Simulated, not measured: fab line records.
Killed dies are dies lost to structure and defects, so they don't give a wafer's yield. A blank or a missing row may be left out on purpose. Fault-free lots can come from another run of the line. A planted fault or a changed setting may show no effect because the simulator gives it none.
A single fault, viewed from 2 desks || flow nandHarc || each desk has only its own numbers; what lay behind them comes last

== THE DEFECT DESK ==
Counts from the inspections along the route, per lot, as means over the sampled wafers that have a number. Any lot whose mean is over 4 standard deviations away from the usual mean is out of limits and marked OUT; that distance is given in the brackets.
Columns: A = rawDefectCount at NHARC_THIN_TSV_INSPECT_40, usual 467
{"lot": "L709", "first seen here": "day 19 15:16", "A": 405}
{"lot": "L710", "first seen here": "day 19 15:16", "A": 397}
{"lot": "L711", "first seen here": "day 19 15:17", "A": 560}
{"lot": "L714", "first seen here": "day 19 15:17", "A": 377}
{"lot": "L713", "first seen here": "day 19 22:23", "A": 418}
{"lot": "L715", "first seen here": "day 20 10:45", "A": 372}
{"lot": "L718", "first seen here": "day 21 05:49", "A": 507}
{"lot": "L724", "first seen here": "day 22 06:47", "A": 464}
{"lot": "L726", "first seen here": "day 23 18:18", "A": 428}
{"lot": "L729", "first seen here": "day 23 18:19", "A": 558}
{"lot": "L731", "first seen here": "day 24 18:23", "A": 404}
{"lot": "L732", "first seen here": "day 24 18:23", "A": 439}
Finding of this desk: none of the 12 lots has anything out of limits.

== FOR THE TOOL OWNER'S DESK: krfScanner-03 ==
The tool's own readings at NHARC_THIN_TSV_EXPOSE_30 (exposes mask PAD): means of the sampled wafers that have a number, for each lot that ran on this tool. Any lot whose mean is over 4 standard deviations away from the usual mean is out of limits and marked OUT; that distance is given in the brackets.
Columns: A = exposureDoseMJCm2 at NHARC_THIN_TSV_EXPOSE_30, usual 11.468; B = stageVelMmS at NHARC_THIN_TSV_EXPOSE_30, usual 499.95 mm/s
{"lot": "L710", "first seen here": "day 19 08:22", "A": 11.474, "B": 500.21}
{"lot": "L713", "first seen here": "day 19 16:22", "A": 11.470, "B": 499.87}
{"lot": "L718", "first seen here": "day 21 01:17", "A": "11.763 (+25) OUT", "B": 500.15}
{"lot": "L724", "first seen here": "day 22 02:18", "A": "11.749 (+23) OUT", "B": 500.09}
Finding of this desk: L718, L724 out of limits; the first was L718 at day 21 01:17, on exposureDoseMJCm2 at NHARC_THIN_TSV_EXPOSE_30. L710, L713 stayed within limits.

== ALL TOGETHER ==
At day 21 01:17, on L718, L724, the tool owner's desk was in a position to raise an alarm.
No out-of-limits result turned up at the defect desk.
The defect desk has L718, L724 on record, within its limits.
NHARC_THIN_TSV_EXPOSE_30 was run on krfScanner-03 by each of the lots named.

== WHAT THE SIMULATOR PUT IN ==
Process parameters drifting: krfScanner-03 at NHARC_THIN_TSV_EXPOSE_30, beginning at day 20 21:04. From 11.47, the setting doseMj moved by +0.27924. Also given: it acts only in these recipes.
Lots struck among those shown: L718, L724.
Time in hours from fault onset to the first out-of-limits reading at each desk: the tool owner's desk, 4.
